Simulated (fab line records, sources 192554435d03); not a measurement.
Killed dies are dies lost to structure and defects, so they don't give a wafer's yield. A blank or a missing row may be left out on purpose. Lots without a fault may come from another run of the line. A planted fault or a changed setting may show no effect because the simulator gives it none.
Problem report in the 8D (eight disciplines) form, filled by code | flow n5_finfet | the parts of the form that need people (team, actions taken, sign-off) are left out

1. THE PROBLEM
oes_product_au at N5_SD_EPI_N_SD_RECESS_17 reads a mean of 1.099 a.u. on 2 wafers of 2 lots; wafers without a fault read 1.007 a.u. with a standard deviation of 0.016. That is +5.8 standard deviations from the usual mean.
The step: chemistry HBr/Cl2/O2, target depth 41 nm, time 23.7 s, bt time 3 s.
First seen on wafer L535.1, day 7 08:31, on rie_si-06. The record holds 24 wafers of 8 lots with a number at this step. Rule for "out", or "out of limits": more than 4 standard deviations from the usual mean. The other wafers with a number count as sound.

2. WHAT IT IS AND WHAT IT IS NOT
question                    | is               | is not
which readings at this step | oes_product_au   | drypump_motor_current_A, throttle_valve_pct
which lots                  | L535, L537       | L518, L522, L530, L533, L538, L541
which wafers of those lots  | L535.1, L537.3   | L535.2, L535.3, L537.2, L537.6
read on which tools         | rie_si-06        | rie_si-01, rie_si-02
when                        | from day 7 08:31 | up to then (14 sound wafers); but 8 sound wafers of L537, L538, L541 came after

3. SUSPECTS, AND WHAT RULES EACH OUT
Counting: a tool at a process step up to the reading stays a suspect if it ran every lot that is out. Sound lots after the first of them don't rule it out here, since some wafers of a struck lot are sound.
- rie_si-06 at N5_SD_EPI_N_SD_RECESS_17 (chemistry HBr/Cl2/O2, target depth 41 nm, time 23.7 s, bt time 3 s): kept. It ran every lot that is out, first L535 (day 7 08:31); its last sound lot up to then is L530 (day 6 11:31). Its own readings are out on those wafers: oes_product_au.
- Within rie_si-06 at N5_SD_EPI_N_SD_RECESS_17: the wafers that are out ran in chamber 3; their sound lot-mates ran in chambers 0, 1, 2.
Left after counting: rie_si-06 at N5_SD_EPI_N_SD_RECESS_17.

4. THE CAUSE (what the simulator had put in)
Process parameter drift: rie_si-06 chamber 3, from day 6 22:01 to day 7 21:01, at N5_SD_EPI_N_SD_RECESS_17. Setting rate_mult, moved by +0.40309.
Counting left only this tool.

5. THE CHAIN OF EFFECTS, in route order
Each row: a reading whose mean over the struck wafers that have a number lies more than 3 standard deviations from the usual. Only readings for which the record gives a usual standard deviation are gone through. hours: the time from each lot's start at the first step in this table that gives one to its start at this step, as a median over the lots. sigmas: the change in usual standard deviations.
hours | step                     | reading        | usual      | on struck wafers | change | sigmas
0     | N5_SD_EPI_N_SD_RECESS_17 | oes_product_au | 1.007 a.u. | 1.099            | +0.092 | +5.8
271   | N5_PASSIVATION_PROBE_49  | sort_n_pass    | 1074       | 0                | -1074  | -60
271   | N5_PASSIVATION_PROBE_49  | sort_yield_pct | 91.0 %     | 0.0              | -91.0  | -61
The process steps in it:
- N5_SD_EPI_N_SD_RECESS_17: chemistry HBr/Cl2/O2, target depth 41 nm, time 23.7 s, bt time 3 s.
- N5_PASSIVATION_PROBE_49
Readings that are blank on the struck wafers while sound wafers have them: CJ_N at N5_BEOL_M4_RC_MEAS_101; DIBL_N at N5_BEOL_M4_RC_MEAS_101; EOT_N at N5_BEOL_M4_RC_MEAS_101; IGATE_N at N5_BEOL_M4_RC_MEAS_101; IOFF_N at N5_BEOL_M4_RC_MEAS_101; IOFF_N_85C at N5_BEOL_M4_RC_MEAS_101; IOFF_N_LIN at N5_BEOL_M4_RC_MEAS_101; IOFF_N_LONG at N5_BEOL_M4_RC_MEAS_101; and 9 more.

6. WHAT WOULD HAVE CAUGHT IT SOONER
In this record the first reading out of limits was taken at day 7 08:31, 10 hours after the fault began at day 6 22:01.
